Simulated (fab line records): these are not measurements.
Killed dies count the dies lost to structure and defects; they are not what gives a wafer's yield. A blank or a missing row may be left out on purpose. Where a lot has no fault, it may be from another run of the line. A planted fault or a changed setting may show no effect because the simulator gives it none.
Matching of chambers | flow n5 finfet | N5_MOL_CONTACT_COAG_DESCUM_45 on rie diel-05: 4 sister chambers
The step chemistry O2, time 7 s. 4 wafers are shown with their chamber, then 9 later ones without.

## EACH WAFER AND ITS CHAMBER
wafer  | chamber | drypump motor current A (A)
L089.5 | 0       | 6.4
L090.1 | 3       | 5.5
L092.5 | 2       | 6.3
L092.6 | 1       | 6.7

## WAFERS WHOSE CHAMBER IS MISSING
wafer  | drypump motor current A (A)
L094.1 | 5.5
L094.4 | 6.5
L094.6 | 6.3
L095.1 | 6.7
L095.3 | 6.4
L095.4 | 6.3
L097.1 | 5.4
L097.5 | 5.5
L097.6 | 6.5

## WHICH CHAMBER EACH ONE RAN IN
wafer  | from the rows above          | in truth
L094.1 | 3                            | 3
L094.4 | can't be placed: 0 or 1 or 2 | 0
L094.6 | can't be placed: 2 or 0      | 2
L095.1 | 1                            | 1
L095.3 | can't be placed: 0 or 2      | 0
L095.4 | can't be placed: 2 or 0      | 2
L097.1 | 3                            | 3
L097.5 | 3                            | 3
L097.6 | can't be placed: 0 or 1 or 2 | 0
Placed correctly: 4 of 9. Unplaceable from these rows: 5, with the true chamber sitting among the candidates in 5. 0 placed wrongly.
How it was worked out, from the rows above alone: a wafer's distance from a chamber is the root of the sum, over the readings, of the square of ((its reading less the chamber's mean) divided by the reading's scatter). The wafer belongs to the nearest chamber; if the next one is less than 2 further off, it can't be placed. A chamber's mean is the mean of its shown wafers. The scatter (one wafer shown for each chamber): square how far every hidden wafer sits from the nearest shown wafer, average those squares and take the square root.
